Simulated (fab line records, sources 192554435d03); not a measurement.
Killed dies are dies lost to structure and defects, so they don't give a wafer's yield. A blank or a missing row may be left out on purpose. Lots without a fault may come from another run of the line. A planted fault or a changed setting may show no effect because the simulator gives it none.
One fault seen from 2 desks | flow n5_finfet | each desk has only its own numbers; what lay behind them comes last

THE TOOL OWNER'S DESK: cmp-03
The tool's own readings at N5_MOL_CONTACT_COAG_CMP_28 (polishes, stops on SiNx, t overpolish 0.85 s, target thk 14.522 nm): means of the sampled wafers that have a number, for each lot that ran on this tool. A lot is out of limits, marked OUT, if its mean lies more than 4 standard deviations from the usual mean; the brackets give that distance.
Columns: A = motor_current_A at N5_MOL_CONTACT_COAG_CMP_28, usual 12.3 A; B = platen_rpm at N5_MOL_CONTACT_COAG_CMP_28, usual 51.80 rpm; C = retaining_ring_pressure_frac at N5_MOL_CONTACT_COAG_CMP_28, usual 1.000; D = time_to_endpoint_s at N5_MOL_CONTACT_COAG_CMP_28, usual 4.6 s
lot  | first seen here | A    | B               | C     | D
L396 | day 5 05:07     | 14.7 | 51.75           | 1.006 | 5.3
L397 | day 5 07:29     | 13.1 | 51.80           | 0.994 | 2.2
L400 | day 6 01:35     | 11.7 | 51.81           | 1.002 | 3.3
L402 | day 6 14:10     | 12.6 | 51.87           | 1.001 | 4.3
L405 | day 7 11:25     | 14.3 | 53.87 (+58) OUT | 1.003 | 5.6
L406 | day 7 16:08     | 12.6 | 53.89 (+58) OUT | 1.002 | 7.4
L419 | day 10 20:59    | 14.1 | 51.79           | 1.001 | 7.3
This desk's finding: out of limits on L405, L406; first on L405, day 7 11:25 (platen_rpm at N5_MOL_CONTACT_COAG_CMP_28). In limits: L396, L397, L400, L402, L419.

THE METROLOGY DESK
What the gauges read, lot by lot, whatever tool the lot ran on: means of the sampled wafers that have a number. A lot is out of limits, marked OUT, if its mean lies more than 4 standard deviations from the usual mean; the brackets give that distance. Of its 11 readings 7 are shown: those that lie furthest out on some lot.
Columns: A = DIBL_N at N5_BEOL_M4_RC_MEAS_101, usual 36.5 mV/V; B = DIBL_P at N5_BEOL_M4_RC_MEAS_101, usual 36.5 mV/V; C = IOFF_P at N5_BEOL_M4_RC_MEAS_101, usual 0.219 nA/um; D = ION_N at N5_BEOL_M4_RC_MEAS_101, usual 675 uA/um; E = ION_P at N5_BEOL_M4_RC_MEAS_101, usual 464 uA/um; F = SS_N at N5_BEOL_M4_RC_MEAS_101, usual 71.5 mV/dec; G = VT_N at N5_BEOL_M4_RC_MEAS_101, usual 249.7 mV
lot  | first seen here | A    | B    | C     | D   | E   | F    | G
L396 | day 5 05:25     | 36.9 | 36.6 | 0.203 | 667 | 462 | 71.5 | 249.5
L397 | day 5 07:47     | 37.3 | 35.5 | 0.222 | 668 | 467 | 71.3 | 253.4
L400 | day 6 01:52     | 37.6 | 38.2 | 0.226 | 687 | 463 | 72.2 | 246.6
L402 | day 6 14:28     | 34.3 | 34.3 | 0.179 | 676 | 463 | 71.6 | 250.5
L405 | day 7 11:35     | 37.5 | 36.8 | 0.234 | 680 | 469 | 71.4 | 250.4
L406 | day 7 16:26     | 37.0 | 37.7 | 0.219 | 679 | 466 | 71.5 | 250.1
L411 | day 9 07:26     | 38.4 | 36.7 | 0.212 | 675 | 456 | 71.9 | 248.0
L413 | day 9 09:13     | 37.3 | 37.9 | 0.251 | 681 | 466 | 71.7 | 249.1
L418 | day 10 19:33    | 34.7 | 36.4 | 0.210 | 677 | 468 | 71.5 | 250.7
L419 | day 10 21:17    | 36.2 | 35.4 | 0.219 | 664 | 462 | 72.1 | 251.9
This desk's finding: nothing out of limits on any of the 10 lots.

PUT TOGETHER
The tool owner's desk could have raised an alarm at day 7 11:25, on L405, L406.
The metrology desk saw nothing out of limits.
The metrology desk has L405, L406 on record, within its limits.
Of the lots named, all ran N5_MOL_CONTACT_COAG_CMP_28 on cmp-03.

WHAT THE SIMULATOR HAD PUT IN
Process parameter drift: cmp-03, from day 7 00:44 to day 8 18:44, at N5_MOL_CONTACT_COAG_CMP_28. Setting platen_rpm, moved by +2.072, from 51.8. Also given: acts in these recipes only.
Lots struck among those shown: L405, L406.
Hours from the fault's start to each desk's first reading out of limits: the tool owner's desk, 11.
